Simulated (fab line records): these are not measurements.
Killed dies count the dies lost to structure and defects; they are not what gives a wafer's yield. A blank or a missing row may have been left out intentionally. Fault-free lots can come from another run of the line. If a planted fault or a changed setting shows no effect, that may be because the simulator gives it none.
Chamber matching	flow nand_harc	NHARC_A_SGD_CUT_DEP_00 on pecvd-01 has 3 sister chambers
The step deposits SiNx, target thk 50 nm. 3 wafers are shown with their chamber, then 7 later ones without.

== EACH WAFER AND ITS CHAMBER ==
wafer	chamber	heater_power_w (W)
L085.2	0	571
L083.1	2	740
L083.3	1	642

== WAFERS MISSING THEIR CHAMBER ==
wafer	heater_power_w (W)
L083.6	650
L087.1	677
L087.5	642
L087.6	591
L091.1	713
L091.4	659
L091.6	718

== THE CHAMBER EACH PASSED THROUGH ==
wafer	from the rows above	in truth
L083.6	1	1
L087.1	can't be placed: 1 or 2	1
L087.5	1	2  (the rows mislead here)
L087.6	can't be placed: 0 or 1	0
L091.1	2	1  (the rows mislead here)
L091.4	1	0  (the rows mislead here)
L091.6	2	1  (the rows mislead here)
1 of 7 placed correctly. These rows do not allow placing 2 (true chamber among the candidates in 2). Placed wrongly: 4.
How it was worked out, from the rows above alone: a wafer's distance from a chamber is the root of the sum, over the readings, of the square of ((its reading less the chamber's mean) divided by the reading's scatter). If the next closest chamber is less than 2 further off than the closest, the wafer can't be placed; otherwise it belongs to the closest. For every chamber, the mean is computed from those of its wafers that are shown. The scatter (one wafer shown for each chamber): square how far every hidden wafer sits from the nearest shown wafer, average those squares and take the square root.
